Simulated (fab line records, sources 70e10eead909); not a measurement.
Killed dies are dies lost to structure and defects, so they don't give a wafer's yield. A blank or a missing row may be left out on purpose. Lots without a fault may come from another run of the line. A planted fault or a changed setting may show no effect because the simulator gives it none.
One fault seen from 2 desks | flow nand_harc | each desk has only its own numbers; what lay behind them comes last

THE METROLOGY DESK
What the gauges read, lot by lot, whatever tool the lot ran on: means of the sampled wafers that have a number. A lot is out of limits, marked OUT, if its mean lies more than 4 standard deviations from the usual mean; the brackets give that distance.
Columns: A = cd_nm at NHARC_P_BONDPAD_CD_MEAS_13, usual 498.9 nm
lot  | first seen here | A
L776 | day 6 11:55     | 498.2
L777 | day 7 01:29     | 499.6
L778 | day 7 01:49     | 499.5
L779 | day 7 03:05     | 499.0
L782 | day 7 19:24     | 497.3
L783 | day 8 01:55     | 497.8
L785 | day 8 12:16     | 497.9
L796 | day 11 09:55    | 498.3
L797 | day 11 14:46    | 498.2
L799 | day 11 19:50    | 498.9
L798 | day 11 20:27    | 499.8
This desk's finding: nothing out of limits on any of the 11 lots.

THE TOOL OWNER'S DESK: rie_diel-13
The tool's own readings at NHARC_P_BONDPAD_ETCH_12 (etches the open film in CHF3/O2, target depth 200 nm, time 100 s): means of the sampled wafers that have a number, for each lot that ran on this tool. A lot is out of limits, marked OUT, if its mean lies more than 4 standard deviations from the usual mean; the brackets give that distance.
Columns: A = drypump_motor_current_A at NHARC_P_BONDPAD_ETCH_12, usual 5.6 A; B = mfc_ar_sccm at NHARC_P_BONDPAD_ETCH_12, usual 200.1 sccm; C = oes_product_au at NHARC_P_BONDPAD_ETCH_12, usual 0.935 a.u.; D = rf_vpp_V at NHARC_P_BONDPAD_ETCH_12, usual 372.4 V; E = showerhead_plenum_p_Torr at NHARC_P_BONDPAD_ETCH_12, usual 2.49 Torr; F = throttle_valve_pct at NHARC_P_BONDPAD_ETCH_12, usual 20.573 %
lot  | first seen here | A   | B     | C     | D     | E    | F
L776 | day 6 11:47     | 5.8 | 199.6 | 0.964 | 373.5 | 2.56 | 20.570
L777 | day 7 01:22     | 5.3 | 200.0 | 0.923 | 373.0 | 2.49 | 20.569
L778 | day 7 01:40     | 5.3 | 199.7 | 0.968 | 372.5 | 2.49 | 20.575
L782 | day 7 19:16     | 5.6 | 200.5 | 0.932 | 370.7 | 2.41 | 20.580
L783 | day 8 01:47     | 5.5 | 200.0 | 0.921 | 373.6 | 2.56 | 20.570
L785 | day 8 12:08     | 5.4 | 199.8 | 0.874 | 372.3 | 2.48 | 20.570
L796 | day 11 09:49    | 5.7 | 199.7 | 0.966 | 371.3 | 2.48 | 20.557
L797 | day 11 14:37    | 6.0 | 200.2 | 0.915 | 371.2 | 2.47 | 20.574
L798 | day 11 20:19    | 5.7 | 200.3 | 0.938 | 372.1 | 2.48 | 20.578
This desk's finding: nothing out of limits on any of the 9 lots.

PUT TOGETHER
The metrology desk saw nothing out of limits.
The tool owner's desk saw nothing out of limits.

WHAT THE SIMULATOR HAD PUT IN
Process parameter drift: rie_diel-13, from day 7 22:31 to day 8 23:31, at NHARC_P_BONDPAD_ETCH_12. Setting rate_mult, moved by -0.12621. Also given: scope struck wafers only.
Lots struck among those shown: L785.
